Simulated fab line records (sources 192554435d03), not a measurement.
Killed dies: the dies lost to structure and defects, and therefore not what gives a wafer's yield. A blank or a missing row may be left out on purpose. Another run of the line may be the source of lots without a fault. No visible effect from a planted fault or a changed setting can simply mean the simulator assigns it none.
Split-lot experiment ; flow n5-finfet ; 7 lots, 21 wafers read, on a route of 1938 steps

== SPLIT DETAILS ==
At N5_MOL_CONTACT_COAG_ETCH_91 (etches SOC in N2/H2, target depth 60 nm, overetch 21 nm, time 101.2 s), the setting time-s was moved away from the recipe's 101.2 s on 8 of the 21 wafers read, by -21.0% to +21.1%. For the rest of the wafers, this setting stayed at what the recipe calls for.

The reading is taken at the split's own step.

== THE READING ==
SiARC_of_MOL_CONTACT_COAG_COAT_76.thk-nm (the simulator's own value, which no gauge read), in nm, at N5_MOL_CONTACT_COAG_ETCH_91 (etches SOC in N2/H2, target depth 60 nm, overetch 21 nm, time 101.2 s). No usual value for it is given in the file. The 13 wafers here that ran the recipe average 5.8 nm, standard deviation 0.084 nm.

wafer;tool, chamber at the split;time-s as run, s;against the recipe;SiARC_of_MOL_CONTACT_COAG_COAT_76.thk-nm, nm;against lot-mates on the recipe
L076.3;rie-diel-01, 0,2;79.93;-21.0%;6.6;+0.8
L076.5;rie-diel-01, 0,2;79.93;-21.0%;6.6;+0.8
L076.4;rie-diel-01, 0;101.2;recipe;5.8;-
L079.1;rie-diel-01, 1;122.6;+21.1%;4.8;-1.0
L079.5;rie-diel-01, 2;122.6;+21.1%;5;-0.8
L079.6;rie-diel-01, 3;101.2;recipe;5.8;-
L085.1;rie-diel-04, 2,3;101.2;recipe;5.8;-
L085.3;rie-diel-04, 2,3;101.2;recipe;5.8;-
L085.5;rie-diel-04, 1;101.2;recipe;6;-
L086.1;rie-diel-02, 1;101.2;recipe;5.8;-
L086.2;rie-diel-02, 3;119.4;+18.0%;5;-0.8
L086.3;rie-diel-02, 2;119.4;+18.0%;5.2;-0.6
L087.3;rie-diel-04, 2,0;101.2;recipe;5.8;-
L087.5;rie-diel-04, 2,0;101.2;recipe;5.8;-
L087.4;rie-diel-04, 1;101.2;recipe;6;-
L088.3;rie-diel-02, 2;101.2;recipe;6;-
L088.4;rie-diel-02, 1;101.2;recipe;5.8;-
L088.5;rie-diel-02, 1;101.2;recipe;5.8;-
L089.1;rie-diel-04, 1;101.2;recipe;5.8;-
L089.4;rie-diel-04, 2,1;112.8;+11.5%;5.4;-0.4
L089.5;rie-diel-04, 2,1;112.8;+11.5%;5.4;-0.4
The file does not say which wafer passed through which chamber wherever a row lists several chambers: such a row stands for several wafers.

FIT RESULTS
A straight line over all 21 wafers: SiARC_of_MOL_CONTACT_COAG_COAT_76.thk-nm changes by -0.0401 nm for each +1% of time-s; r = -0.98; the points scatter about the line by 0.092 nm.
The same after taking each lot's own level away (the mean of its wafers on the recipe; 21 wafers): -0.0394 nm for each +1%; r = -0.98; scatter 0.085 nm.
That fit puts the effect of the largest move of time-s on the reading at 0.83 nm.
The span of the lots' own levels, 5.80 to 5.87 nm, comes to 0.8 times the standard deviation stated above.
Hence the lot-to-lot level has little effect on the slope; both slopes agree.
Check: -0.8 nm against its lot-mates is what the line predicts for one of the wafers moved furthest among these (+21.1%) when that wafer is left out of the fit. Against them it came out at -1 nm.

== THE OTHER SPLITS THESE WAFERS WENT THROUGH ==
Before the reading, these wafers also passed through other splits. Each is held against what the fit with the lots' levels taken away leaves over:
other split on the same wafers;wafers away from the commonest value;r with SiARC_of_MOL_CONTACT_COAG_COAT_76.thk-nm (lot level and that fit taken away)
N5_HKMG_FIN_DESCUM_53 time-s;5;+0.24
N5_GATE_CUT_ETCH_58 bias-w;7;-0.03
N5_MOL_CONTACT_COAG_EXPOSE_05 dose-mj;8;-0.13
N5_MOL_CONTACT_COAG_STRIP_108 temp-c;5;+0.16

== FILE'S OWN FIT ==
SiARC_of_MOL_CONTACT_COAG_COAT_76.thk-nm changes by -0.0395 nm for each +1% of time-s, r = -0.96.
